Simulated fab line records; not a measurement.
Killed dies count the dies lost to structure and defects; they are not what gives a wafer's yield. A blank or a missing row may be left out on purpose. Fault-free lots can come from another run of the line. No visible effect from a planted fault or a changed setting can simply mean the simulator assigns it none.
fab line records	flow n5Finfet
[record] lots = 7	wafers = 21
route steps=1938 shown HKMG_FIN@391 MOL_CONTACT_COAG@523 BEOL_M0_SAQP@676
startH: the number of hours between the record's first day and the start of the first shown wafer of the lot	waitH: hours elapsed since this lot's preceding step	" repeats the value in the row above	L1.1+2: a row that stands for several wafers	- value missing, or start not given	* or withheld: withheld	< > ~ a bound
route shown NAME@n: names a module that has steps shown in the file, with the first one's number in the route	usual: mean/standard deviation of fault-free wafers	same: alike in all rows	chamber/n: place in a boat	sites: per-site readings	_std_site: the values' standard deviation	_edge_site: inner sites' mean taken away from outer sites' mean	radiusMm: how far each site lies from the wafer's centre	mask NAME#n: copy n	behind: the tool/chamber that last shaped the wafer	hold: what put the lot on hold/how long, in hours/how the hold closed	device: the n, p or np transistor that did not switch	end of line: the tests these same wafers got at the end of their route	a step with no rows: only its recipe	killed: the dies lost at the first sort to structure and to defects; this is not the yield of the wafer	map: dies across one wafer; x = killed, . = not, _ = none there
set.NAME: the setting the step ran with; set.NAME@STEP: the setting that earlier step ran with	model.NAME: the simulator's own value behind a step, which no gauge read
one table per step and one row per wafer, for lots whose settings were changed on purpose
[[steps]]
[step N5_HKMG_FIN_COAT_42]
[recipe] resist = SiARC	tempC = 220	timeS = 60	spinRpm = 1500	resistThkNm = 35
lot.wafer	tool	chamber	startH	waitH	set.spinRpm	model.SiARC_of_HKMG_FIN_COAT_42.thkNm
L076.2	lithoTrack-03	0	-	-	1500	35.2
L076.3	"	0	"	"	1587	34
L076.6	"	0	"	"	1500	35
L086.1+5+6	lithoTrack-05	0	-	-	1500	35
L087.1	lithoTrack-04	0	-	-	1569	34.2
L087.2+4	"	0	"	"	1500	35
L088.1+6	lithoTrack-04	0	-	-	1500	35
L088.5	"	0	"	"	1600	33.6
L089.1+2	lithoTrack-03	0	-	-	1335	37.2
L089.3	"	0	"	"	1500	35.2
L094.1+3+6	lithoTrack-03	0	-	-	1500	35
L095.2+3+4	lithoTrack-05	0	-	-	1500	35
[step N5_HKMG_FIN_ETCH_54]
[recipe] chemistry = CF4	target = SiARC	targetDepthA = 455	maskMaterial = CAR-ArF	timeS = 75.8	ionEnergyEv = 80	pressureMtorr = 40	sourceW = 545	biasW = 36	Ar_flow_sccm = 100	cf4FlowSccm = 100	ends = cleared
lot.wafer	tool	chamber	startH	waitH	set.sourceW	set.spinRpm@HKMG_FIN_COAT_42	model.etch.depthNm	model.CAR-ArF_of_HKMG_FIN_COAT_43.thkNm
L076.2	rieDiel-04	3	81.63	0.0	597.6	1500	35.15	50.6
L076.3	"	0	"	"	597.6	1587	34.04	51.6
L076.6	"	3	"	"	545	1500	35	50.6
L086.1	rieDiel-02	1	148.34	0.0	545	1500	35.01	50.6
L086.5	"	3	"	"	545	1500	34.97	51
L086.6	"	0	"	"	545	1500	34.97	50.8
L087.1	rieDiel-02	2	152.62	0.0	585.1	1569	34.11	51.4
L087.2	"	1	"	"	545	1500	34.92	50.4
L087.4	"	0	"	"	585.1	1500	35.01	50.2
L088.1	rieDiel-02	1	157.43	0.0	598.2	1500	35.01	50.6
L088.5	"	1	"	"	598.2	1600	33.69	51.4
L088.6	"	2	"	"	598.2	1500	34.93	50.8
L089.1	rieDiel-04	2	161.29	0.0	613.5	1335	37.16	49.2
L089.2	"	0	"	"	613.5	1335	37.2	49.4
L089.3	"	1	"	"	613.5	1500	35.16	51.2
L094.1	rieDiel-01	0	192.04	0.0	545	1500	35.04	51
L094.3	"	2	"	"	545	1500	34.97	51.2
L094.6	"	3	"	"	545	1500	34.93	51
L095.2	rieDiel-04	2	198.90	0.0	545	1500	35.01	51.4
L095.3	"	1	"	"	545	1500	34.91	51.4
L095.4	"	0	"	"	545	1500	34.98	51.4
[step N5_HKMG_FIN_EXPOSE_09]
[recipe] maskId = NWFM	na = 1.35	sourceShape = conventional	sigmaOuter = 0.8	polarization = unpolarized	targetCdNm = 98	doseMj = 39.25
lot.wafer	tool	chamber	startH	waitH	mask	set.doseMj
L076.2+6	arfiScanner-03	0	84.81	-	NWFM#0	39.25
L076.3	"	0	"	"	NWFM#0	40.32
L086.1	arfiScanner-01	0	151.39	-	NWFM#0	40.3
L086.5+6	"	0	"	"	NWFM#0	39.25
L087.1	arfiScanner-02	0	155.97	-	NWFM#0	40.9
L087.2+4	"	0	"	"	NWFM#0	39.25
L088.1+5+6	arfiScanner-02	0	160.73	-	NWFM#0	39.25
L089.1+3	arfiScanner-01	0	164.42	-	NWFM#0	39.25
L089.2	"	0	"	"	NWFM#0	41.09
L094.1+3+6	arfiScanner-02	0	195.27	-	NWFM#0	39.25
L095.2+4	arfiScanner-03	0	202.13	-	NWFM#0	37.85
L095.3	"	0	"	"	NWFM#0	39.25
[step N5_HKMG_FIN_PEB_10]
[recipe] pebTempC = withheld	pebTimeS = 60	resist = CAR-ArF
[step N5_HKMG_FIN_DEVELOP_11]
[recipe] developTimeS = 30	developer = TMAH	resist = CAR-ArF	devTempC = 23	rinseLiquid = diw	dry = airSpin
[step N5_HKMG_FIN_CD_MEAS_12]
[recipe] targetCdNm = 92.8	landingEnergyEv = 500	detector = seInlens
[usual] cdNm = 93.4/0.78
lot.wafer	tool	chamber	startH	waitH	set.doseMj@HKMG_FIN_EXPOSE_09	cdNm
L076.2	cdSem-01	0	84.93	-	39.25	92.5
L076.3	"	0	"	"	40.32	94.2
L076.6	"	0	"	"	39.25	93.4
L086.1	cdSem-02	0	151.52	-	40.3	96.6
L086.5	"	0	"	"	39.25	95.1
L086.6	"	0	"	"	39.25	93.7
L087.1	cdSem-03	0	156.10	-	40.9	94.9
L087.2	"	0	"	"	39.25	92.0
L087.4	"	0	"	"	39.25	93.0
L088.1	cdSem-03	0	160.85	-	39.25	92.3
L088.5	"	0	"	"	39.25	92.6
L088.6	"	0	"	"	39.25	92.6
L089.1	cdSem-03	0	164.55	-	39.25	93.2
L089.2	"	0	"	"	41.09	97.7
L089.3	"	0	"	"	39.25	93.1
L094.1	cdSem-01	0	195.39	-	39.25	92.8
L094.3	"	0	"	"	39.25	93.3
L094.6	"	0	"	"	39.25	94.0
L095.2	cdSem-02	0	202.25	-	37.85	90.8
L095.3	"	0	"	"	39.25	93.5
L095.4	"	0	"	"	37.85	92.8
[step N5_HKMG_FIN_DESCUM_17]
[recipe] chemistry = O2	timeS = 7.9	sourcePowerW = 50	biasPowerW = 20	pressureMtorr = 20	rfFrequencyHz = 2.712e+07	tempC = 40	resist = CAR-ArF	o2FlowSccm = 225
lot.wafer	tool	chamber	startH	waitH	set.doseMj@HKMG_FIN_EXPOSE_09	model.HKMG_FIN.cdNm
L076.2	rieDiel-02	3	85.01	0.0	39.25	92.8
L076.3	"	2	"	"	40.32	94.2
L076.6	"	3	"	"	39.25	93.6
L086.1	rieDiel-02	2	151.64	0.1	40.3	97
L086.5	"	1	"	"	39.25	95
L086.6	"	2	"	"	39.25	93.6
L087.1	rieDiel-04	3	156.18	0.0	40.9	95
L087.2	"	2	"	"	39.25	92.8
L087.4	"	1	"	"	39.25	93
L088.1	rieDiel-02	2	160.94	0.0	39.25	93
L088.5+6	"	2,3	"	"	39.25	92.8
L089.1	rieDiel-04	2	164.64	0.0	39.25	93.4
L089.2	"	3	"	"	41.09	97.4
L089.3	"	0	"	"	39.25	93.2
L094.1	rieDiel-02	2	195.48	0.0	39.25	93.2
L094.3	"	0	"	"	39.25	93
L094.6	"	1	"	"	39.25	94.4
L095.2	rieDiel-01	3	202.33	0.0	37.85	90.8
L095.3	"	2	"	"	39.25	93.4
L095.4	"	1	"	"	37.85	92.8
[step N5_MOL_CONTACT_COAG_EXPOSE_05]
[recipe] maskId = CA	na = 0.33	sourceShape = annular	sigmaInner = 0.4	sigmaOuter = 0.8	polarization = unpolarized	defocusNm = 0	doseMj = 38.25
lot.wafer	tool	chamber	startH	waitH	mask	set.doseMj
L076.2+3	euvScanner-02	0	96.69	-	CA#0	38.25
L076.6	"	0	"	"	CA#0	36.99
L086.1+5	euvScanner-01	0	163.78	-	CA#0	38.25
L086.6	"	0	"	"	CA#0	40.36
L087.1+2+4	euvScanner-02	0	168.57	-	CA#0	38.25
L088.1+5	euvScanner-02	0	172.82	-	CA#0	36.27
L088.6	"	0	"	"	CA#0	38.25
L089.1	euvScanner-01	0	176.52	-	CA#0	38.25
L089.2+3	"	0	"	"	CA#0	36.58
L094.1+3+6	euvScanner-01	0	207.29	-	CA#0	38.25
L095.2	euvScanner-02	0	214.68	-	CA#0	38.25
L095.3+4	"	0	"	"	CA#0	36.17
[step N5_MOL_CONTACT_COAG_PEB_06]
[recipe] pebTempC = 100	pebTimeS = 60	resist = CAR-EUV
[step N5_MOL_CONTACT_COAG_DEVELOP_07]
[recipe] developTimeS = 30	developer = TMAH	resist = CAR-EUV	rinseLiquid = surfactantRinse	dry = airSpin	devTempC = 23
[step N5_MOL_CONTACT_COAG_CD_MEAS_08]
[recipe] targetCdNm = 28	landingEnergyEv = 500	detector = seInlens	polarity = opening
[usual] cdNm = 28.13/0.25
lot.wafer	tool	chamber	startH	waitH	set.doseMj@MOL_CONTACT_COAG_EXPOSE_05	cdNm
L076.2	cdSem-01	0	96.82	-	38.25	27.83
L076.3	"	0	"	"	38.25	27.60
L076.6	"	0	"	"	36.99	27.47
L086.1	cdSem-03	0	163.91	-	38.25	28.39
L086.5	"	0	"	"	38.25	28.21
L086.6	"	0	"	"	40.36	29.78
L087.1	cdSem-03	0	168.70	-	38.25	28.06
L087.2	"	0	"	"	38.25	27.81
L087.4	"	0	"	"	38.25	28.01
L088.1	cdSem-03	0	172.95	-	36.27	26.79
L088.5	"	0	"	"	36.27	26.97
L088.6	"	0	"	"	38.25	28.26
L089.1	cdSem-03	0	176.65	-	38.25	27.78
L089.2	"	0	"	"	36.58	26.87
L089.3	"	0	"	"	36.58	27.19
L094.1	cdSem-03	0	207.41	-	38.25	28.47
L094.3	"	0	"	"	38.25	28.14
L094.6	"	0	"	"	38.25	27.94
L095.2	cdSem-01	0	214.81	-	38.25	28.51
L095.3	"	0	"	"	36.17	27.07
L095.4	"	0	"	"	36.17	27.41
[step N5_MOL_CONTACT_COAG_DESCUM_13]
[recipe] chemistry = O2	timeS = 7	sourcePowerW = 50	biasPowerW = 20	pressureMtorr = 20	rfFrequencyHz = 2.712e+07	tempC = 40	resist = CAR-EUV	o2FlowSccm = 225
[step N5_MOL_CONTACT_COAG_ETCH_59]
[recipe] chemistry = N2/H2	target = underlayer	targetDepthA = 130	maskMaterial = CAR-EUV	timeS = 10.4	ionEnergyEv = 200	pressureMtorr = 30	sourceW = 840	biasW = 150	n2FlowSccm = 200	h2FlowSccm = 200	ends = cleared
lot.wafer	tool	chamber	startH	waitH	set.doseMj@MOL_CONTACT_COAG_EXPOSE_05	model.MOL_CONTACT_COAG.cdOffsetNm
L076.2	rieDiel-01	3	96.97	0.0	38.25	0.6
L076.3	"	0	"	"	38.25	0
L076.6	"	1	"	"	36.99	-0.6
L086.1+5	rieDiel-01	0	164.06	0.0	38.25	0.4
L086.6	"	3	"	"	40.36	1.8
L087.1	rieDiel-01	3	168.86	0.0	38.25	0.2
L087.2	"	0	"	"	38.25	0.4
L087.4	"	2	"	"	38.25	-0.2
L088.1	rieDiel-01	2	173.11	0.0	36.27	-1.4
L088.5	"	1	"	"	36.27	-1.2
L088.6	"	0	"	"	38.25	0.4
L089.1	rieDiel-01	0	176.81	0.0	38.25	0.2
L089.2	"	2	"	"	36.58	-1.2
L089.3	"	3	"	"	36.58	-0.6
L094.1	rieDiel-04	3	207.57	0.0	38.25	0.2
L094.3	"	0	"	"	38.25	0.4
L094.6	"	1	"	"	38.25	0
L095.2	rieDiel-01	3	215.01	0.0	38.25	0.6
L095.3+4	"	0,1	"	"	36.17	-0.8
[step N5_MOL_CONTACT_COAG_ETCH_105]
[recipe] chemistry = CF4	target = SiARC	targetDepthA = 156	maskMaterial = CAR-EUV	timeS = 26	ionEnergyEv = 80	pressureMtorr = 40	sourceW = 545	biasW = 36	Ar_flow_sccm = 100	cf4FlowSccm = 100	ends = cleared
[usual] rfVppV = 184.4/1.1
lot.wafer	tool	chamber	startH	waitH	set.biasW	set.doseMj@MOL_CONTACT_COAG_EXPOSE_05	rfVppV	model.MOL_CONTACT_COAG.cdOffsetNm
L076.2	rieDiel-01	3	96.99	0.0	38.72	38.25	193.5	0.4
L076.3	"	0	"	"	36	38.25	184.1	-0.2
L076.6	"	1	"	"	36	36.99	185.6	-0.6
L086.1	rieDiel-01	0	164.08	0.0	33.41	38.25	175.8	0.4
L086.5	"	0	"	"	36	38.25	184.5	0.4
L086.6	"	3	"	"	36	40.36	184.2	1.6
L087.1	rieDiel-01	3	168.88	0.0	36	38.25	184.0	0
L087.2	"	0	"	"	31.82	38.25	170.7	0.4
L087.4	"	2	"	"	31.82	38.25	169.4	-0.2
L088.1	rieDiel-01	2	173.13	0.0	31.49	36.27	167.9	-1.4
L088.5	"	1	"	"	36	36.27	185.4	-1.2
L088.6	"	0	"	"	31.49	38.25	168.9	0.4
L089.1	rieDiel-01	0	176.83	0.0	36	38.25	185.7	0.2
L089.2	"	2	"	"	31.92	36.58	171.4	-1
L089.3	"	3	"	"	36	36.58	184.2	-0.6
L094.1	rieDiel-04	3	207.59	0.0	36	38.25	184.8	0.2
L094.3	"	0	"	"	36	38.25	184.5	0.4
L094.6	"	1	"	"	36	38.25	185.5	0
L095.2	rieDiel-01	3	215.03	0.0	32.84	38.25	173.5	0.4
L095.3	"	0	"	"	32.84	36.17	174.7	-1
L095.4	"	1	"	"	36	36.17	183.5	-1
[step N5_MOL_CONTACT_COAG_ETCH_106]
[recipe] chemistry = N2/H2	target = SOC	targetDepthA = 800	overetchA = 160	maskMaterial = SiARC	tempC = 40	timeS = 120	ionEnergyEv = 200	pressureMtorr = 30	sourceW = 840	biasW = 150	n2FlowSccm = 200	h2FlowSccm = 200
lot.wafer	tool	chamber	startH	waitH	set.doseMj@MOL_CONTACT_COAG_EXPOSE_05	model.MOL_CONTACT_COAG.cdOffsetNm
L076.2	rieDiel-01	3	97.02	0.0	38.25	0.6
L076.3	"	0	"	"	38.25	-0.4
L076.6	"	1	"	"	36.99	-0.8
L086.1	rieDiel-01	0	164.11	0.0	38.25	0.4
L086.5	"	0	"	"	38.25	0.2
L086.6	"	3	"	"	40.36	1.8
L087.1	rieDiel-01	3	168.90	0.0	38.25	0
L087.2	"	0	"	"	38.25	0.2
L087.4	"	2	"	"	38.25	-0.2
L088.1+5	rieDiel-01	2,1	173.16	0.0	36.27	-1.4
L088.6	"	0	"	"	38.25	0.2
L089.1	rieDiel-01	0	176.85	0.0	38.25	0
L089.2	"	2	"	"	36.58	-1
L089.3	"	3	"	"	36.58	-0.4
L094.1	rieDiel-04	3	207.62	0.0	38.25	0.2
L094.3	"	0	"	"	38.25	0.4
L094.6	"	1	"	"	38.25	0
L095.2	rieDiel-01	3	215.06	0.0	38.25	0.8
L095.3+4	"	0,1	"	"	36.17	-1.2
[step N5_MOL_CONTACT_COAG_STRIP_107]
[recipe] chemistry = N2/H2	tempC = 40	n2FlowSccm = 200	h2FlowSccm = 200	rfFrequencyHz = 6e+07
[step N5_MOL_CONTACT_COAG_STRIP_108]
[recipe] chemistry = N2/H2	tempC = 40	n2FlowSccm = 200	h2FlowSccm = 200	rfFrequencyHz = 6e+07
[step N5_MOL_CONTACT_COAG_CONTACT_ETCH_14]
[recipe] chemistry = C4F6/O2	target = SiO2	targetDepthA = 275	overetchA = 85	maskMaterial = SOC	pressureMtorr = 30	sourceW = 370	biasW = 185	Ar_flow_sccm = 300	C4F6_flow_sccm = 16	O2_flow_sccm = 10	timeS = 20	ionEnergyEv = 259.6
[step N5_MOL_CONTACT_COAG_STRIP_109]
[recipe] chemistry = C4F6/O2	resist = SiARC	rfFrequencyHz = 6e+07
[step N5_MOL_CONTACT_COAG_ETCH_15]
[recipe] chemistry = CH3F/O2	target = SiNx	targetDepthA = 70	maskMaterial = SOC	stopOn = Si:P	overEtchFrac = 0.75	ionEnergyEv = 120	pressureMtorr = 30	sourceW = 395	biasW = 73	Ar_flow_sccm = 150	CH3F_flow_sccm = 30	O2_flow_sccm = 20
lot.wafer	tool	chamber	startH	waitH	set.doseMj@MOL_CONTACT_COAG_EXPOSE_05	model.MOL_CONTACT_COAG.cdOffsetNm
L076.2	rieDiel-01	3	97.16	0.0	38.25	0.8
L076.3	"	0	"	"	38.25	-0.2
L076.6	"	1	"	"	36.99	-0.8
L086.1	rieDiel-01	0	164.25	0.0	38.25	0.4
L086.5	"	0	"	"	38.25	0.2
L086.6	"	3	"	"	40.36	1.8
L087.1	rieDiel-01	3	169.04	0.0	38.25	0
L087.2	"	0	"	"	38.25	0.2
L087.4	"	2	"	"	38.25	-0.2
L088.1+5	rieDiel-01	2,1	173.29	0.0	36.27	-1.2
L088.6	"	0	"	"	38.25	0.2
L089.1	rieDiel-01	0	176.99	0.0	38.25	0
L089.2	"	2	"	"	36.58	-1.2
L089.3	"	3	"	"	36.58	-0.2
L094.1	rieDiel-04	3	207.76	0.0	38.25	0
L094.3	"	0	"	"	38.25	0.6
L094.6	"	1	"	"	38.25	-0.2
L095.2	rieDiel-01	3	215.20	0.0	38.25	0.8
L095.3	"	0	"	"	36.17	-1.2
L095.4	"	1	"	"	36.17	-1
[step N5_MOL_CONTACT_COAG_CVD_140]
[recipe] material = W	targetThkA = 665	mode = selectiveFill	tempC = 300	timeS = 215
lot.wafer	tool	chamber	startH	waitH	set.targetThkA	model.W_of_MOL_CONTACT_COAG_CVD_140.thkNm
L076.2	cvdW-02	0	110.39	0.1	665	67.2
L076.3	"	0	"	"	718.6	72.2
L076.6	"	1	"	"	665	67
L086.1	cvdW-01	1	178.28	0.1	665	66.2
L086.5	"	0	"	"	665	66.6
L086.6	"	1	"	"	665	66
L087.1	cvdW-01	1	181.37	0.1	620	61.4
L087.2	"	0	"	"	665	66.4
L087.4	"	1	"	"	665	65.8
L088.1	cvdW-01	1	190.12	0.1	665	66.8
L088.5	"	1	"	"	665	66.6
L088.6	"	0	"	"	665	67
L089.1	cvdW-02	0	191.20	0.1	665	66.4
L089.2	"	1	"	"	751.3	76
L089.3	"	0	"	"	751.3	76.2
L094.1	cvdW-01	0	221.44	0.1	665	67.2
L094.3	"	0	"	"	665	66
L094.6	"	0	"	"	665	66.8
L095.2	cvdW-01	0	228.60	0.1	698.2	71.6
L095.3	"	1	"	"	665	67.2
L095.4	"	0	"	"	698.2	70.8
[step N5_BEOL_M0_SAQP_SPACER2_ALD_26]
[recipe] material = SiO2	targetThkA = 150	tempC = 300	aldPrecursorFamily = BDEAS	aldCoReactant = O2-plasma	pulseTimeS = 1	purgeTimeS = 2	coReactantPurgeTimeS = 2	pressureTorr = 2
lot.wafer	tool	chamber	startH	waitH	set.targetThkA	model.SiO2_of_BEOL_M0_SAQP_SPACER2_ALD_26.thkNm
L076.2	aldSin-01	1	118.99	0.1	150	15.2
L076.3+6	"	2	"	"	150	15
L086.1+5	aldSin-04	3	186.93	0.5	135.2	13.6
L086.6	"	0	"	"	150	15.2
L087.1+2+4	aldSin-04	0,1,2	190.54	0.4	150	15
L088.1	aldSin-04	2	200.16	0.1	150	15.2
L088.5+6	"	0,1	"	"	150	15
L089.1+2	aldSin-01	1,2	202.33	0.6	139.3	14
L089.3	"	3	"	"	150	15.2
L094.1+3+6	aldSin-01	2,0,3	229.96	0.1	150	15.2
L095.2	aldSin-01	1	239.90	0.1	150	15.2
L095.3+4	"	3,0	"	"	150	15
[step N5_BEOL_M0_SAQP_SPACER2_ETCHBACK_27]
[recipe] chemistry = CHF3/O2	mode = anisotropicEtchback	target = SiO2	targetDepthA = 225	timeS = 11.25	pressureMtorr = 30	sourceW = 650	biasW = 170	Ar_flow_sccm = 200	CHF3_flow_sccm = 50	O2_flow_sccm = 5	ionEnergyEv = 200
[step N5_BEOL_M0_SAQP_MANDREL2_REMOVE_110]
[recipe] chemistry = HBr/Cl2/O2	btTimeS = 10	target = a-Si	stopOn = SiCN	endpoint = OES-SiCl	overEtchFrac = 1	icpW = 600	biasW = 30	HBr_flow_sccm = 150	Cl2_flow_sccm = 80	O2_flow_sccm = 5	pressureMtorr = 10
lot.wafer	tool	chamber	startH	waitH	set.targetThkA@BEOL_M0_SAQP_SPACER2_ALD_26	model.BEOL_M0_SAQP.cdNm
L076.2	rieSi-05	0	119.62	0.1	150	15
L076.3+6	"	1,2	"	"	150	15.2
L086.1+5	rieSi-03	3	187.57	0.1	135.2	13.6
L086.6	"	2	"	"	150	15.4
L087.1+4	rieSi-03	1,0	191.18	0.1	150	15
L087.2	"	3	"	"	150	14.8
L088.1	rieSi-05	2	200.83	0.1	150	15.6
L088.5	"	2	"	"	150	15.4
L088.6	"	1	"	"	150	15
L089.1	rieSi-06	0	202.97	0.1	139.3	14
L089.2	"	3	"	"	139.3	14.2
L089.3	"	2	"	"	150	15.4
L094.1	rieSi-06	3	230.60	0.1	150	15.2
L094.3+6	"	0	"	"	150	15
L095.2	rieSi-03	3	240.59	0.1	150	15.4
L095.3	"	0	"	"	150	14.8
L095.4	"	2	"	"	150	15.2
[step N5_BEOL_M0_SAQP_CD_MEAS_29]
[recipe] targetCdNm = 14.4	landingEnergyEv = 1000	detector = seInlens
[usual] cdNm = 15.09/0.25
lot.wafer	tool	chamber	startH	waitH	set.targetThkA@BEOL_M0_SAQP_SPACER2_ALD_26	cdNm
L076.2	cdSem-03	0	119.73	0.1	150	14.93
L076.3	"	0	"	"	150	14.99
L076.6	"	0	"	"	150	14.97
L086.1	cdSem-02	0	187.68	0.1	135.2	13.78
L086.5	"	0	"	"	135.2	13.72
L086.6	"	0	"	"	150	15.41
L087.1	cdSem-03	0	191.28	0.1	150	15.05
L087.2	"	0	"	"	150	15.13
L087.4	"	0	"	"	150	15.09
L088.1	cdSem-02	0	200.94	0.1	150	15.89
L088.5	"	0	"	"	150	15.42
L088.6	"	0	"	"	150	15.42
L089.1	cdSem-01	0	203.08	0.1	139.3	13.96
L089.2	"	0	"	"	139.3	14.09
L089.3	"	0	"	"	150	15.42
L094.1	cdSem-01	0	230.71	0.1	150	15.09
L094.3	"	0	"	"	150	14.97
L094.6	"	0	"	"	150	15.03
L095.2	cdSem-01	0	240.70	0.1	150	15.71
L095.3	"	0	"	"	150	14.80
L095.4	"	0	"	"	150	15.11
[[key]]
[split] step = N5_HKMG_FIN_COAT_42	setting = spinRpm	stated = 1500	by = wafer
[response] step = N5_HKMG_FIN_COAT_42	reading = model.SiARC_of_HKMG_FIN_COAT_42.thkNm	change = -0.188	per = 1%	r = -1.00
[response] step = N5_HKMG_FIN_ETCH_54	reading = model.etch.depthNm	change = -0.185	per = 1%	r = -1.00
[response] step = N5_HKMG_FIN_ETCH_54	reading = model.CAR-ArF_of_HKMG_FIN_COAT_43.thkNm	change = +0.165	per = 1%	r = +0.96
[split] step = N5_HKMG_FIN_ETCH_54	setting = sourceW	stated = 545	by = wafer
response none clear
[split] step = N5_HKMG_FIN_EXPOSE_09	setting = doseMj	stated = 39.25	by = wafer
[response] step = N5_HKMG_FIN_CD_MEAS_12	reading = cdNm	change = +0.694	per = 1%	r = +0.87
[response] step = N5_HKMG_FIN_DESCUM_17	reading = model.HKMG_FIN.cdNm	change = +0.653	per = 1%	r = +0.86
[split] step = N5_MOL_CONTACT_COAG_EXPOSE_05	setting = doseMj	stated = 38.25	by = wafer
[response] step = N5_MOL_CONTACT_COAG_CD_MEAS_08	reading = cdNm	change = +0.225	per = 1%	r = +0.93
[response] step = N5_MOL_CONTACT_COAG_ETCH_59	reading = model.MOL_CONTACT_COAG.cdOffsetNm	change = +0.273	per = 1%	r = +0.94
[response] step = N5_MOL_CONTACT_COAG_ETCH_105	reading = model.MOL_CONTACT_COAG.cdOffsetNm	change = +0.255	per = 1%	r = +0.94
[response] step = N5_MOL_CONTACT_COAG_ETCH_106	reading = model.MOL_CONTACT_COAG.cdOffsetNm	change = +0.287	per = 1%	r = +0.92
[response] step = N5_MOL_CONTACT_COAG_ETCH_15	reading = model.MOL_CONTACT_COAG.cdOffsetNm	change = +0.279	per = 1%	r = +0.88
[split] step = N5_MOL_CONTACT_COAG_ETCH_105	setting = biasW	stated = 36	by = wafer
[response] step = N5_MOL_CONTACT_COAG_ETCH_105	reading = rfVppV	change = +1.22	per = 1%	r = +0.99
[split] step = N5_MOL_CONTACT_COAG_CVD_140	setting = targetThkA	stated = 665	by = wafer
[response] step = N5_MOL_CONTACT_COAG_CVD_140	reading = model.W_of_MOL_CONTACT_COAG_CVD_140.thkNm	change = +0.719	per = 1%	r = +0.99
[split] step = N5_BEOL_M0_SAQP_SPACER2_ALD_26	setting = targetThkA	stated = 150	by = wafer
[response] step = N5_BEOL_M0_SAQP_SPACER2_ALD_26	reading = model.SiO2_of_BEOL_M0_SAQP_SPACER2_ALD_26.thkNm	change = +0.164	per = 1%	r = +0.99
[response] step = N5_BEOL_M0_SAQP_MANDREL2_REMOVE_110	reading = model.BEOL_M0_SAQP.cdNm	change = +0.182	per = 1%	r = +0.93
[response] step = N5_BEOL_M0_SAQP_CD_MEAS_29	reading = cdNm	change = +0.177	per = 1%	r = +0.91
